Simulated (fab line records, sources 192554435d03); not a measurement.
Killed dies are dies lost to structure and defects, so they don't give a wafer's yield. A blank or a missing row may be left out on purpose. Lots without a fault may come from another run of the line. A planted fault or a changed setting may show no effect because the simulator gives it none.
Split-lot experiment | flow n5_finfet | 7 lots, 39 wafers read, on a route of 1938 steps

THE SPLIT
At N5_DUMMY_GATE_ETCH_37 (etches SOC in N2/H2, target depth 60 nm, overetch 30 nm), the setting source_w was moved away from the recipe's 840 W on 18 of the 39 wafers read, by -16.5% to +18.3%. The other wafers ran this setting at the recipe's value.

The reading is taken at the split's own step.

THE READING
rf_vpp_V, in V, at N5_DUMMY_GATE_ETCH_37 (etches SOC in N2/H2, target depth 60 nm, overetch 30 nm). Fault-free wafers of this fab line usually give 523.9 V, standard deviation 2.3 V.

wafer  | tool, chamber at the split | source_w as run, W | against the recipe | rf_vpp_V, V | against lot-mates on the recipe
L074.1 | rie_diel-01, 0             | 840                | recipe             | 524.3       | -
L074.2 | rie_diel-01, 3             | 711.4              | -15.3%             | 554.6       | +31.5
L074.3 | rie_diel-01, 1             | 840                | recipe             | 522.1       | -
L074.4 | rie_diel-01, 2             | 840                | recipe             | 523.0       | -
L074.5 | rie_diel-01, 2             | 711.4              | -15.3%             | 553.3       | +30.2
L074.6 | rie_diel-01, 1             | 711.4              | -15.3%             | 551.3       | +28.2
L079.1 | rie_diel-01, 3             | 993.7              | +18.3%             | 498.7       | -24.6
L079.2 | rie_diel-01, 0             | 840                | recipe             | 521.6       | -
L079.3 | rie_diel-01, 0             | 840                | recipe             | 522.8       | -
L079.4 | rie_diel-01, 3             | 840                | recipe             | 525.4       | -
L079.5 | rie_diel-01, 3             | 993.7              | +18.3%             | 495.6       | -27.7
L079.6 | rie_diel-01, 0             | 993.7              | +18.3%             | 493.4       | -29.9
L080.1 | rie_diel-03, 2             | 701.1              | -16.5%             | 558.2       | +32.7
L080.2 | rie_diel-03, 1             | 840                | recipe             | 523.4       | -
L080.3 | rie_diel-03, 3             | 840                | recipe             | 527.8       | -
L080.4 | rie_diel-03, 0             | 701.1              | -16.5%             | 557.3       | +31.8
L080.5 | rie_diel-03, 0             | 701.1              | -16.5%             | 558.2       | +32.7
L080.6 | rie_diel-03, 1             | 840                | recipe             | 525.3       | -
L093.1 | rie_diel-05, 0             | 980.7              | +16.8%             | 492.5       | -32.2
L093.2 | rie_diel-05, 1             | 840                | recipe             | 525.8       | -
L093.3 | rie_diel-05, 2             | 840                | recipe             | 522.1       | -
L093.4 | rie_diel-05, 1             | 840                | recipe             | 526.1       | -
L093.5 | rie_diel-05, 0             | 980.7              | +16.8%             | 494.3       | -30.4
L093.6 | rie_diel-05, 2             | 980.7              | +16.8%             | 496.7       | -28.0
L094.1 | rie_diel-05, 3             | 840                | recipe             | 525.9       | -
L094.2 | rie_diel-05, 0             | 840                | recipe             | 519.9       | -
L094.3 | rie_diel-05, 1             | 840                | recipe             | 525.2       | -
L094.4 | rie_diel-05, 2             | 949.9              | +13.1%             | 500.2       | -23.5
L094.5 | rie_diel-05, 3             | 949.9              | +13.1%             | 505.3       | -18.4
L094.6 | rie_diel-05, 0             | 949.9              | +13.1%             | 499.5       | -24.2
L095.3 | rie_diel-05, 0             | 840                | recipe             | 520.4       | -
L095.5 | rie_diel-05, 0             | 840                | recipe             | 518.9       | -
L095.6 | rie_diel-05, 1             | 840                | recipe             | 525.1       | -
L097.1 | rie_diel-03, 1             | 840                | recipe             | 522.7       | -
L097.2 | rie_diel-03, 0             | 840                | recipe             | 525.4       | -
L097.3 | rie_diel-03, 3             | 888.3              | +5.7%              | 519.4       | -4.9
L097.4 | rie_diel-03, 2             | 888.3              | +5.7%              | 514.5       | -9.8
L097.5 | rie_diel-03, 3             | 888.3              | +5.7%              | 518.3       | -6.0
L097.6 | rie_diel-03, 2             | 840                | recipe             | 524.9       | -

THE FIT
A straight line over all 39 wafers: rf_vpp_V changes by -1.78 V for each +1% of source_w; r = -0.99; the points scatter about the line by 2.8 V.
The same after taking each lot's own level away (the mean of its wafers on the recipe; 39 wafers): -1.77 V for each +1%; r = -0.99; scatter 2.6 V.
On that fit, the largest move of source_w shifts the reading by 32 V.
The lots' own levels span 521.47 to 525.50 V, that is 1.8 times the standard deviation above.
So the lot-to-lot level changes the slope little: the two slopes agree.
Check: with one of the wafers moved furthest among these (+18.3%) left out of the fit, the line predicts -32 V for it against its lot-mates. It came out at -24.6 V against them.
Tool readings at the split's step, against how far the setting was moved: rf_vpp_V r = -0.99.

OTHER SPLITS ON THESE WAFERS
These wafers also went through other splits before the reading. Each is held against what the fit with the lots' levels taken away leaves over:
other split on the same wafers | wafers away from the commonest value | r with rf_vpp_V (lot level and that fit taken away)
N5_FIN_SAQP_HM_DEP_72 time_s   | 12                                   | +0.01

THE FILE'S OWN FIT
rf_vpp_V changes by -1.75 V for each +1% of source_w, r = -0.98.
